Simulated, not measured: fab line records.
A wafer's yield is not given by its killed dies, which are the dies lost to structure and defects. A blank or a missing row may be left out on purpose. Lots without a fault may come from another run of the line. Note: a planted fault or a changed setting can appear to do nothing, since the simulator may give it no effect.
Struck lot and sound lot, side by side | flow nand_harc | 15 out of 1159 route steps
Sound: wafers L975.3, L975.4, L975.5. The struck wafers were L969.2, L969.4, L969.5. Last of all comes the cause.
Per side, at each step with rows, come the tool, then ch with its chambers, and then its first start. Under that, the readings that differ: sound wafers | struck wafers | difference of the means | sigmas: that difference in standard deviations of wafers without a fault.
alike: readings whose means differ by less than 2 such deviations, and words and numbers that are the same on both sides. not compared: withheld readings, readings that some wafer has no value for, bounds like >300 that may hide the same value, and numbers for which the record gives no deviation and whose values overlap.
A row with sigmas, a row that says differs or no value, or rows on one side alone: a step with any of these is where the two part. Numbers that have no deviation but don't overlap get no sigmas and don't part them. A reading missing from all wafers of one side parts the sides only when that side holds two or more wafers.

first, 1 step without rows for these wafers: NHARC_P_CONTACT_ETCH_36 (etches the open film in N2/H2, target depth 260 nm, time 406.25 s).
NHARC_P_CONTACT_ETCH_18: etches the open film in C4F8/O2/Ar, target depth 481 nm, time 240.5 s.
  sound on rie_diel-11 ch 0,1,3; struck on rie_diel-07 ch 0,1,2
  alike: oes_product_au, rf_vpp_V
  not compared: rf_hours_counter_h
then, 1 step without rows for these wafers: NHARC_P_CONTACT_STRIP_37 (strips in C4F8/O2/Ar).
NHARC_P_CONTACT_ETCH_31: etches the open film in CH3F/O2, target depth 30 nm, time 85.7 s.
  sound on rie_diel-11 ch 0,1; struck on rie_diel-07 ch 0,1
  reading                         | sound             | struck            | difference | sigmas
  rf_vpp_V (V)                    | 247.4 247.8 247.3 | 243.3 243.6 243.9 | -3.9       | -2
  showerhead_plenum_p_Torr (Torr) | 2.64 2.60 2.60    | 2.37 2.36 2.37    | -0.25      | -2
  alike: drypump_motor_current_A, oes_product_au, throttle_valve_pct
  not compared: rf_hours_counter_h
NHARC_P_CONTACT_CD_MEAS_19:
  struck on cd_sem-03, day 8 09:00; sound on cd_sem-03, day 9 22:31
  alike: cd_nm
NHARC_P_CONTACT_STRIP_28: strips in O2.
  sound on rie_diel-06 ch 0,1,2, day 9 22:37; struck on rie_diel-11 ch 0,1,2, day 8 09:07
  alike: drypump_motor_current_A, oes_product_au, rf_vpp_V, showerhead_plenum_p_Torr, throttle_valve_pct
  not compared: rf_hours_counter_h
then, 1 step without rows for these wafers: NHARC_P_CONTACT_STRIP_29 (strips in post etch residue remover, time 1200 s).
NHARC_P_CONTACT_DEGAS_38: time 60 s.
  struck on pvd_sputter-02, day 8 09:44; sound on pvd_sputter-01, day 9 23:14
  alike: heater_power_w
then, 3 steps without rows for these wafers: NHARC_P_CONTACT_PRE_CLEAN_39 (time 19.5 s); NHARC_P_CONTACT_PVD_32 (deposits Ti, target thk 5 nm, time 17.7 s); NHARC_P_CONTACT_ALD_22 (deposits TiN, target thk 3 nm, pulse time 1 s, ald cycles 150).
NHARC_P_CONTACT_CVD_23: deposits W, target thk 200 nm, time 557 s.
  sound on cvd_w-01 ch 0,1; struck on cvd_w-01 ch 0
  reading                      | sound             | struck            | difference | sigmas
  chamber_pressure_Torr (Torr) | 39.82 39.85 39.86 | 40.13 40.04 40.03 | +0.22      | +3
  alike: heater_power_w, throttle_valve_pct
NHARC_P_CONTACT_CMP_24: polishes, t overpolish 30 s, target thk 200 nm.
  sound on cmp-03 ch 0,2,3, day 10 00:44; struck on cmp-03 ch 0,1,3, day 8 15:31
  no value came back on the struck wafers for edge_zone_pressure_frac, motor_current_A (A), overpolish_run_s (s), time_to_endpoint_s (s); on the sound wafers edge_zone_pressure_frac reads 1.004 0.994 0.992
after that, 1 step had no rows for these wafers: NHARC_P_CONTACT_SRD_26.
NHARC_P_CONTACT_INSPECT_27:
  struck on defect_inspect-02, day 8 15:53; sound on defect_inspect-02, day 10 01:08
  reading          | sound       | struck         | difference | sigmas
  raw_defect_count | 268 137 269 | 2328 2333 2481 | +2156      | +20

== WHERE THEY PART ==
Last at NHARC_P_CONTACT_INSPECT_27 as far as this record goes, first at NHARC_P_CONTACT_ETCH_31.

WHY: what had been put in by the simulator
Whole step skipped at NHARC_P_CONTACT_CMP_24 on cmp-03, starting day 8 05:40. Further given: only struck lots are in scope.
